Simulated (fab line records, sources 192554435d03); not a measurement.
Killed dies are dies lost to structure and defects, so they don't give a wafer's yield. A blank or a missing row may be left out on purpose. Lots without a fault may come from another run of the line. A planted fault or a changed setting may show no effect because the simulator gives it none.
Which tool did it? | flow n5_finfet | 24 lots, 72 wafers sampled, at 5 steps of a route of 1938

WHAT THE GAUGES READ, wafer by wafer
N5_BEOL_M9_OVL_MEAS_29. Usual: V8_OVL -0.3 nm, standard deviation 0.68.
lot  | measured     | on         | V8_OVL (nm)    | flag
L074 | day 9 03:59  | overlay-01 | -0.6 -0.9 0.5  |
L076 | day 9 11:29  | overlay-01 | -1.3 1.0 -0.3  |
L075 | day 9 11:19  | overlay-01 | 0.3 -1.1 0.0   |
L077 | day 10 04:58 | overlay-01 | -0.9 0.3 0.0   |
L078 | day 10 13:51 | overlay-01 | -0.8 -0.7 -1.2 |
L079 | day 10 13:49 | overlay-01 | -0.6 -1.2 -0.8 |
L080 | day 10 13:46 | overlay-01 | -0.5 -0.3 -0.2 |
L081 | day 11 03:51 | overlay-02 | -0.2 -0.4 -0.7 |
L083 | day 11 08:29 | overlay-01 | -0.2 -0.2 -0.2 |
L082 | day 11 11:13 | overlay-01 | -1.8 -1.8 -1.7 |
L084 | day 11 12:05 | overlay-02 | 0.6 0.2 0.4    |
L085 | day 12 00:51 | overlay-02 | 0.0 1.8 0.4    |
L086 | day 12 07:24 | overlay-02 | -0.7 -1.0 0.1  |
L087 | day 12 11:46 | overlay-02 | 0.5 0.2 -0.6   |
L088 | day 12 20:04 | overlay-02 | -0.5 -0.7 -0.9 |
L090 | day 12 20:23 | overlay-02 | -0.4 0.1 0.0   |
L091 | day 13 05:10 | overlay-01 | -0.8 -0.9 -0.7 |
L089 | day 13 05:27 | overlay-01 | 0.1 -0.1 0.5   |
L092 | day 13 11:45 | overlay-01 | -0.1 -0.4 -0.7 |
L093 | day 13 17:03 | overlay-02 | 0.2 0.1 0.3    |
L094 | day 13 20:14 | overlay-02 | -1.2 -1.6 -1.7 |
L095 | day 14 01:49 | overlay-02 | 0.5 0.0 -0.6   |
L096 | day 14 21:38 | overlay-02 | 0.6 0.3 0.3    |
L097 | day 15 07:13 | overlay-02 | -1.1 0.3 -0.7  |

N5_BEOL_M9_INSPECT_30: inspects for defects (brightfield). Usual: raw_defect_count 402, standard deviation 100.
lot  | measured     | on                | raw_defect_count | flag
L074 | day 9 04:02  | defect_inspect-01 | 483 407 460      |
L076 | day 9 11:32  | defect_inspect-01 | 466 589 411      |
L075 | day 9 11:22  | defect_inspect-01 | 288 328 416      |
L077 | day 10 05:01 | defect_inspect-02 | 261 223 271      |
L078 | day 10 13:55 | defect_inspect-02 | 351 305 535      |
L079 | day 10 13:52 | defect_inspect-01 | 467 425 364      |
L080 | day 10 13:49 | defect_inspect-02 | 248 328 278      |
L081 | day 11 03:54 | defect_inspect-02 | 447 529 449      |
L083 | day 11 08:32 | defect_inspect-02 | 319 401 455      |
L082 | day 11 11:16 | defect_inspect-01 | 329 485 307      |
L084 | day 11 12:08 | defect_inspect-02 | 366 246 345      |
L085 | day 12 00:54 | defect_inspect-02 | 463 398 445      |
L086 | day 12 07:27 | defect_inspect-02 | 398 424 572      |
L087 | day 12 11:49 | defect_inspect-02 | 582 364 553      |
L088 | day 12 20:07 | defect_inspect-02 | 285 580 413      |
L090 | day 12 20:26 | defect_inspect-02 | 382 365 432      |
L091 | day 13 05:14 | defect_inspect-02 | 244 312 286      |
L089 | day 13 05:31 | defect_inspect-01 | 318 440 398      |
L092 | day 13 11:49 | defect_inspect-01 | 328 408 298      |
L093 | day 13 17:06 | defect_inspect-01 | 270 328 281      |
L094 | day 13 20:17 | defect_inspect-01 | 358 400 451      |
L095 | day 14 01:53 | defect_inspect-02 | 374 384 503      |
L096 | day 14 21:41 | defect_inspect-02 | 387 603 435      |
L097 | day 15 07:16 | defect_inspect-02 | 653 359 448      |

N5_BEOL_M9_CD_MEAS_35: target cd 70 nm, target cd y 40 nm. Usual: cd_nm 70.0 nm, standard deviation 0.65.
lot  | measured     | on        | cd_nm (nm)     | flag
L074 | day 9 04:47  | cd_sem-03 | 70.0 70.0 71.7 |
L076 | day 9 13:01  | cd_sem-01 | 69.9 69.7 70.3 |
L075 | day 9 12:37  | cd_sem-01 | 70.6 70.0 69.7 |
L077 | day 10 05:39 | cd_sem-03 | 70.2 70.8 71.3 |
L078 | day 10 15:05 | cd_sem-02 | 69.8 70.5 69.5 |
L079 | day 10 15:02 | cd_sem-02 | 69.4 69.5 70.2 |
L080 | day 10 14:36 | cd_sem-03 | 69.0 69.2 70.1 |
L081 | day 11 04:33 | cd_sem-02 | 70.6 70.7 71.0 |
L083 | day 11 09:10 | cd_sem-03 | 71.4 70.4 69.8 |
L082 | day 11 12:11 | cd_sem-01 | 70.4 70.3 70.5 |
L084 | day 11 12:47 | cd_sem-03 | 69.7 70.3 69.9 |
L085 | day 12 01:33 | cd_sem-02 | 68.3 68.9 69.8 |
L086 | day 12 08:06 | cd_sem-02 | 71.3 70.7 70.0 |
L087 | day 12 12:27 | cd_sem-02 | 69.9 69.9 69.5 |
L088 | day 12 20:47 | cd_sem-02 | 69.8 69.2 69.8 |
L090 | day 12 21:14 | cd_sem-01 | 70.2 69.7 70.3 |
L091 | day 13 05:53 | cd_sem-03 | 70.0 69.4 69.6 |
L089 | day 13 06:17 | cd_sem-03 | 69.7 70.2 69.6 |
L092 | day 13 12:36 | cd_sem-02 | 69.7 69.5 69.3 |
L093 | day 13 17:45 | cd_sem-01 | 70.0 70.6 69.7 |
L094 | day 13 20:55 | cd_sem-02 | 70.7 70.3 69.3 |
L095 | day 14 02:47 | cd_sem-03 | 70.2 70.0 69.4 |
L096 | day 14 22:20 | cd_sem-02 | 69.5 70.0 69.9 |
L097 | day 15 07:55 | cd_sem-02 | 70.4 69.5 70.3 |

WHICH TOOL RAN EACH LOT (tool, then ch and the chambers of the sampled wafers, then the start)
lot  | N5_BEOL_M9_STRIP_67                | N5_BEOL_M9_ETCH_66
L074 | rie_diel-05 ch 0,1,2, day 9 03:25  | rie_diel-03 ch 0,1,3, day 9 04:15
L076 | rie_diel-05 ch 2,3, day 9 08:09    | rie_diel-03 ch 1,2, day 9 12:29
L075 | rie_diel-03 ch 0,1,2, day 9 08:48  | rie_diel-05 ch 2,3, day 9 12:04
L077 | rie_diel-01 ch 0,1, day 10 02:44   | rie_diel-03 ch 0,3, day 10 05:07
L078 | rie_diel-01 ch 0,1,2, day 10 12:25 | rie_diel-05 ch 0,1, day 10 14:34
L079 | rie_diel-05 ch 0,1, day 10 12:38   | rie_diel-01 ch 0,1,3, day 10 14:30
L080 | rie_diel-03 ch 0,1,3, day 10 12:53 | rie_diel-03 ch 1,2, day 10 14:04
L081 | rie_diel-03 ch 0,2,3, day 11 02:10 | rie_diel-03 ch 0,1,3, day 11 04:01
L083 | rie_diel-01 ch 0,1,2, day 11 05:42 | rie_diel-05 ch 0,1,2, day 11 08:38
L082 | rie_diel-05 ch 0,1,3, day 11 10:16 | rie_diel-01 ch 1,2,3, day 11 11:40
L084 | rie_diel-03 ch 1,2, day 11 10:26   | rie_diel-01 ch 0,2,3, day 11 12:14
L085 | rie_diel-01 ch 1,2, day 11 23:43   | rie_diel-03 ch 0,1, day 12 01:01
L086 | rie_diel-05 ch 0,2,3, day 12 06:50 | rie_diel-05 ch 0,1,2, day 12 07:34
L087 | rie_diel-01 ch 0,1, day 12 11:04   | rie_diel-01 ch 1,3, day 12 11:55
L088 | rie_diel-03 ch 1,2,3, day 12 19:19 | rie_diel-03 ch 1,2,3, day 12 20:16
L090 | rie_diel-01 ch 1,2, day 12 19:40   | rie_diel-03 ch 0,1,3, day 12 20:41
L091 | rie_diel-05 ch 1,2, day 13 03:40   | rie_diel-05 ch 0,2,3, day 13 05:20
L089 | rie_diel-05 ch 0,1,2, day 13 04:53 | rie_diel-03 ch 1,2,3, day 13 05:45
L092 | rie_diel-05 ch 1,3, day 13 11:04   | rie_diel-01 ch 1,3, day 13 12:04
L093 | rie_diel-01 ch 2,3, day 13 16:17   | rie_diel-01 ch 0,3, day 13 17:13
L094 | rie_diel-05 ch 0,2,3, day 13 19:20 | rie_diel-01 ch 0,1,2, day 13 20:23
L095 | rie_diel-05 ch 0,2, day 14 01:06   | rie_diel-05 ch 1,2, day 14 02:15
L096 | rie_diel-01 ch 1,2, day 14 20:38   | rie_diel-01 ch 1,2, day 14 21:47
L097 | rie_diel-01 ch 0,1, day 15 06:20   | rie_diel-05 ch 0,3, day 15 07:23
- N5_BEOL_M9_STRIP_67: strips in CF4.
- N5_BEOL_M9_ETCH_66: etches SOC in N2/H2, target depth 80 nm, overetch 16 nm, time 120 s.

WHAT THE TOOLS THEMSELVES READ (means of the sampled wafers that have a number; where no wafer has one, the mark that the record gives instead)
N5_BEOL_M9_STRIP_67. Usual: drypump_motor_current_A 5.7 A, standard deviation 0.56; oes_product_au 0.79 a.u., standard deviation 0.078; rf_vpp_V 271.1 V, standard deviation 1.8; showerhead_plenum_p_Torr 1.79 Torr, standard deviation 0.067; throttle_valve_pct 13.54 %, standard deviation 0.18.
lot  | tool        | drypump_motor_current_A (A) | oes_product_au (a.u.) | rf_vpp_V (V) | showerhead_plenum_p_Torr (Torr) | throttle_valve_pct (%) | flag
L074 | rie_diel-05 | 6.2                         | 0.80                  | 271.6        | 1.81                            | 13.37                  |
L076 | rie_diel-05 | 6.4                         | 0.77                  | 271.5        | 1.86                            | 13.28                  |
L075 | rie_diel-03 | 5.7                         | 0.79                  | 270.0        | 1.76                            | 13.60                  |
L077 | rie_diel-01 | 5.2                         | 0.85                  | 271.4        | 1.81                            | 13.52                  |
L078 | rie_diel-01 | 5.2                         | 0.79                  | 271.8        | 1.80                            | 13.74                  |
L079 | rie_diel-05 | 5.8                         | 0.78                  | 271.3        | 1.74                            | 13.51                  |
L080 | rie_diel-03 | 5.8                         | 0.77                  | 271.2        | 1.80                            | 13.61                  |
L081 | rie_diel-03 | 5.4                         | 0.73                  | 271.1        | 1.78                            | 13.71                  |
L083 | rie_diel-01 | 5.2                         | 0.89                  | 271.0        | 1.80                            | 13.58                  |
L082 | rie_diel-05 | 5.8                         | 0.76                  | 271.5        | 1.80                            | 13.50                  |
L084 | rie_diel-03 | 5.4                         | 0.78                  | 270.7        | 1.74                            | 13.63                  |
L085 | rie_diel-01 | 5.3                         | 0.93                  | 271.1        | 1.79                            | 13.61                  |
L086 | rie_diel-05 | 6.1                         | 0.74                  | 271.3        | 1.79                            | 13.44                  |
L087 | rie_diel-01 | 5.5                         | 0.82                  | 272.1        | 1.81                            | 13.57                  |
L088 | rie_diel-03 | 5.5                         | 0.84                  | 270.2        | 1.77                            | 13.46                  |
L090 | rie_diel-01 | 5.3                         | 0.91                  | 271.3        | 1.78                            | 13.61                  |
L091 | rie_diel-05 | 6.5                         | 0.78                  | 273.0        | 1.88                            | 13.33                  |
L089 | rie_diel-05 | 6.2                         | 0.77                  | 270.9        | 1.81                            | 13.44                  |
L092 | rie_diel-05 | 5.9                         | 0.72                  | 272.4        | 1.85                            | 13.49                  |
L093 | rie_diel-01 | 5.2                         | 0.77                  | 268.8        | 1.73                            | 13.69                  |
L094 | rie_diel-05 | 6.0                         | 0.73                  | 270.7        | 1.78                            | 13.47                  |
L095 | rie_diel-05 | 6.4                         | 0.76                  | 270.5        | 1.79                            | 13.39                  |
L096 | rie_diel-01 | 5.5                         | 0.84                  | 271.7        | 1.80                            | 13.64                  |
L097 | rie_diel-01 | 5.5                         | 0.80                  | 270.9        | 1.80                            | 13.62                  |

N5_BEOL_M9_ETCH_66. Usual: drypump_motor_current_A 5.6 A, standard deviation 0.53; oes_product_au 0.61 a.u., standard deviation 0.062; rf_vpp_V 523.6 V, standard deviation 2.8; showerhead_plenum_p_Torr 2.53 Torr, standard deviation 0.1; throttle_valve_pct 17.78 %, standard deviation 0.22.
lot  | tool        | drypump_motor_current_A (A) | oes_product_au (a.u.) | rf_vpp_V (V) | showerhead_plenum_p_Torr (Torr) | throttle_valve_pct (%) | flag
L074 | rie_diel-03 | 5.8                         | 0.59                  | 524.9        | 2.56                            | 17.94                  |
L076 | rie_diel-03 | 5.7                         | 0.64                  | 522.0        | 2.48                            | 17.76                  |
L075 | rie_diel-05 | 6.5                         | 0.59                  | 526.8        | 2.65                            | 17.44                  |
L077 | rie_diel-03 | 5.7                         | 0.55                  | 524.2        | 2.56                            | 18.01                  |
L078 | rie_diel-05 | 5.9                         | 0.61                  | 524.4        | 2.57                            | 17.67                  |
L079 | rie_diel-01 | 5.3                         | 0.61                  | 522.2        | 2.53                            | 17.90                  |
L080 | rie_diel-03 | 5.4                         | 0.60                  | 521.4        | 2.44                            | 17.66                  |
L081 | rie_diel-03 | 5.8                         | 0.59                  | 524.9        | 2.55                            | 17.97                  |
L083 | rie_diel-05 | 6.1                         | 0.60                  | 525.0        | 2.56                            | 17.62                  |
L082 | rie_diel-01 | 5.4                         | 0.64                  | 522.2        | 2.50                            | 17.89                  |
L084 | rie_diel-01 | 5.1                         | 0.64                  | 523.2        | 2.51                            | 17.98                  |
L085 | rie_diel-03 | 6.0                         | 0.58                  | 522.7        | 2.53                            | 18.02                  |
L086 | rie_diel-05 | 6.1                         | 0.60                  | 524.1        | 2.56                            | 17.64                  |
L087 | rie_diel-01 | 5.7                         | 0.59                  | 523.2        | 2.52                            | 17.82                  |
L088 | rie_diel-03 | 5.5                         | 0.64                  | 523.1        | 2.50                            | 17.66                  |
L090 | rie_diel-03 | 5.8                         | 0.64                  | 524.5        | 2.54                            | 17.82                  |
L091 | rie_diel-05 | 6.1                         | 0.56                  | 523.9        | 2.53                            | 17.59                  |
L089 | rie_diel-03 | 5.5                         | 0.64                  | 522.2        | 2.50                            | 17.66                  |
L092 | rie_diel-01 | 5.5                         | 0.55                  | 522.2        | 2.47                            | 17.90                  |
L093 | rie_diel-01 | 5.2                         | 0.56                  | 521.9        | 2.47                            | 17.99                  |
L094 | rie_diel-01 | 5.2                         | 0.65                  | 524.0        | 2.55                            | 17.97                  |
L095 | rie_diel-05 | 6.5                         | 0.60                  | 527.4        | 2.66                            | 17.57                  |
L096 | rie_diel-01 | 5.3                         | 0.67                  | 523.5        | 2.51                            | 17.95                  |
L097 | rie_diel-05 | 5.7                         | 0.60                  | 519.8        | 2.42                            | 17.57                  |

THE ANSWER, worked out from the rows above alone
Rule: a lot is off if the mean of its wafers that have a number lies more than 3 standard deviations from the usual mean. A lot without any number at a reading at which 4 lots or more have one is off too. The other lots that the step has rows for count as sound. The gauges are gone through in route order, then the tools' own readings, and for those a lot's mean is taken as printed above. The first step at which some lot is off is used, and at that step the reading that is off furthest; a lot without a number counts as furthest.
No lot is off at any reading shown: from this, nothing can be told.

WHAT THE SIMULATOR HAD PUT IN
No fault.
